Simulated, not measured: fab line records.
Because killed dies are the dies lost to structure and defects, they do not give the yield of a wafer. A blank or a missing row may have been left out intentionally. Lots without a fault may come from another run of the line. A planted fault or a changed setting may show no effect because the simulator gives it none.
One fault seen from 2 desks ; flow n5Finfet ; only its own numbers are on each desk; what lay behind them is given at the end

## TOOL OWNER'S DESK, aldHk-01
The tool's own readings at N5_HKMG_FIN_ALD_74 (deposits La2O3, target thk 0.5 nm, pulse time 6 s, co reactant pulse time 1 s): means of the sampled wafers that have a number, for each lot that ran on this tool. Any lot whose mean is over 4 standard deviations away from the usual mean is out of limits and marked OUT; that distance is given in the brackets.
Columns: A = heaterPowerW at N5_HKMG_FIN_ALD_74, usual 359 W; B = precursorPulseHeightRel at N5_HKMG_FIN_ALD_74, usual 1.002
lot;first seen here;A;B
L354;day 4 18:31;338;0.985
L357;day 5 17:04;348;0.996
L358;day 5 20:22;348;0.996
L362;day 6 14:21;356;1.004
L365;day 7 12:15;325;1.010
L366;day 7 17:49;321;1.016
Result from this desk: across the 6 lots, nothing is out of limits.

## FROM THE METROLOGY DESK
Means of the sampled wafers that have a number, per lot and without regard to the tool the lot ran on: this is what the gauges read. Any lot whose mean is over 4 standard deviations away from the usual mean is out of limits and marked OUT; that distance is given in the brackets. Readings shown: 7 of its 12, picked as those furthest out on some lot.
Columns: A = M4_RS at N5_BEOL_M4_RS_MEAS_58, usual 0.675 ohm/sq; B = DIBL_N at N5_BEOL_M4_RC_MEAS_101, usual 36.2 mV/V; C = ION_P at N5_BEOL_M4_RC_MEAS_101, usual 465 uA/um; D = SS_N at N5_BEOL_M4_RC_MEAS_101, usual 71.4 mV/dec; E = VT_N at N5_BEOL_M4_RC_MEAS_101, usual 249.9 mV; F = VT_N_LVT at N5_BEOL_M4_RC_MEAS_101, usual 99.0 mV; G = VT_P at N5_BEOL_M4_RC_MEAS_101, usual -250 mV
lot;first seen here;A;B;C;D;E;F;G
L353;day 7 20:22;0.678;35.7;473;70.9;247.1;98.2;-247
L354;day 8 19:38;0.642;34.4;464;70.5;251.4;101.3;-251
L356;day 9 14:09;0.687;37.0;460;71.3;250.8;99.1;-252
L357;day 10 00:05;0.709;34.7;470;71.1;250.5;98.9;-251
L358;day 10 16:47;0.673;35.5;466;71.4;250.3;98.9;-254
L359;day 10 17:10;0.662;35.7;475;71.7;248.0;97.3;-245
L361;day 11 04:52;0.685;36.0;471;71.2;250.2;100.0;-246
L362;day 11 13:31;0.664;36.4;469;71.6;248.0;97.2;-249
L366;day 12 01:17;0.653;36.7;471;71.7;246.4;95.1;-249
L365;day 12 09:47;0.687;35.3;468;71.3;249.6;99.2;-248
Result from this desk: across the 10 lots, nothing is out of limits.

## PUT TOGETHER
The tool owner's desk saw nothing out of limits.
Metrology desk: nothing out of limits seen.

## WHAT WAS PUT IN BY THE SIMULATOR
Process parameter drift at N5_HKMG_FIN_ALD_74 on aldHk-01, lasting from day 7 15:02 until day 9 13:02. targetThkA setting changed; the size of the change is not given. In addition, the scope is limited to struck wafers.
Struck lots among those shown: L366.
